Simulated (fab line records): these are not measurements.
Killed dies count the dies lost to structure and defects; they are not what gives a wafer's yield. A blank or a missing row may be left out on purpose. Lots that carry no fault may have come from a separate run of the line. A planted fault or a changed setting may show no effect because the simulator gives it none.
One fault through the eyes of 3 desks / flow n5-finfet / numbers are kept per desk, each desk with only its own; the story behind them comes last

THE DEFECT DESK
Per lot, the means of the sampled wafers with a number show what the inspections along the route counted. The brackets show how far a lot's mean lies from the usual mean; more than 4 standard deviations puts the lot out of limits, marked OUT.
Columns: A = raw-defect-count at N5_BEOL_M2_INSPECT_30, usual 410
lot=L571; first seen here=day 7 08:11; A=392
lot=L576; first seen here=day 8 06:01; A=441
lot=L579; first seen here=day 9 04:05; A=407
lot=L582; first seen here=day 10 06:22; A=338
lot=L586; first seen here=day 10 21:46; A=467
lot=L594; first seen here=day 12 18:50; A=531
Result from this desk: across the 6 lots, nothing is out of limits.

DESK OF THE TOOL OWNER: ald-sin-03
The tool's own readings at N5_BEOL_M2_ALD_98 (deposits SiO2, target thk 2.5 nm, pulse time 1 s, co reactant pulse time 1 s): means of the sampled wafers that have a number, for each lot that ran on this tool. The brackets show how far a lot's mean lies from the usual mean; more than 4 standard deviations puts the lot out of limits, marked OUT.
Columns: A = heater-power-w at N5_BEOL_M2_ALD_98, usual 77 W; B = precursor-pulse-height-rel at N5_BEOL_M2_ALD_98, usual 1.000
lot=L576; first seen here=day 8 06:11; A=79; B=0.991
lot=L579; first seen here=day 9 04:16; A=81; B=0.974
lot=L582; first seen here=day 10 06:32; A=77; B=0.989
Result from this desk: across the 3 lots, nothing is out of limits.

METROLOGY DESK
Means of the sampled wafers that have a number, per lot and without regard to the tool the lot ran on: this is what the gauges read. The brackets show how far a lot's mean lies from the usual mean; more than 4 standard deviations puts the lot out of limits, marked OUT. Shown here are 7 of its 12 readings, the ones lying furthest out on some lot.
Columns: A = cd-nm at N5_BEOL_M2_CD_MEAS_28, usual 26.26 nm; B = DIBL_N at N5_BEOL_M4_RC_MEAS_101, usual 36.0 mV/V; C = IOFF_P at N5_BEOL_M4_RC_MEAS_101, usual 0.21 nA/um; D = ION_N at N5_BEOL_M4_RC_MEAS_101, usual 675 uA/um; E = ION_P at N5_BEOL_M4_RC_MEAS_101, usual 463 uA/um; F = VT_N at N5_BEOL_M4_RC_MEAS_101, usual 250.2 mV; G = VT_P at N5_BEOL_M4_RC_MEAS_101, usual -251 mV
lot=L571; first seen here=day 7 08:06; A=26.39; B=35.9; C=0.25; D=693; E=481; F=248.6; G=-244
lot=L576; first seen here=day 8 05:56; A=26.38; B=36.3; C=0.18; D=674; E=458; F=250.9; G=-254
lot=L579; first seen here=day 9 04:00; A=26.12; B=35.9; C=0.22; D=681; E=469; F=248.4; G=-249
lot=L582; first seen here=day 10 06:17; A=25.87; B=35.5; C=0.16; D=674; E=454; F=250.5; G=-256
lot=L586; first seen here=day 10 21:40; A=26.39; B=37.9; C=0.28; D=682; E=475; F=246.5; G=-245
lot=L594; first seen here=day 12 18:45; A=26.32; B=37.1; C=0.23; D=683; E=464; F=249.0; G=-248
Result from this desk: across the 6 lots, nothing is out of limits.

PUT TOGETHER
Nothing out of limits was seen by the defect desk.
The desk of the tool owner found nothing out of limits.
At the metrology desk, nothing out of limits was observed.

WHAT HAD BEEN PUT IN BY THE SIMULATOR
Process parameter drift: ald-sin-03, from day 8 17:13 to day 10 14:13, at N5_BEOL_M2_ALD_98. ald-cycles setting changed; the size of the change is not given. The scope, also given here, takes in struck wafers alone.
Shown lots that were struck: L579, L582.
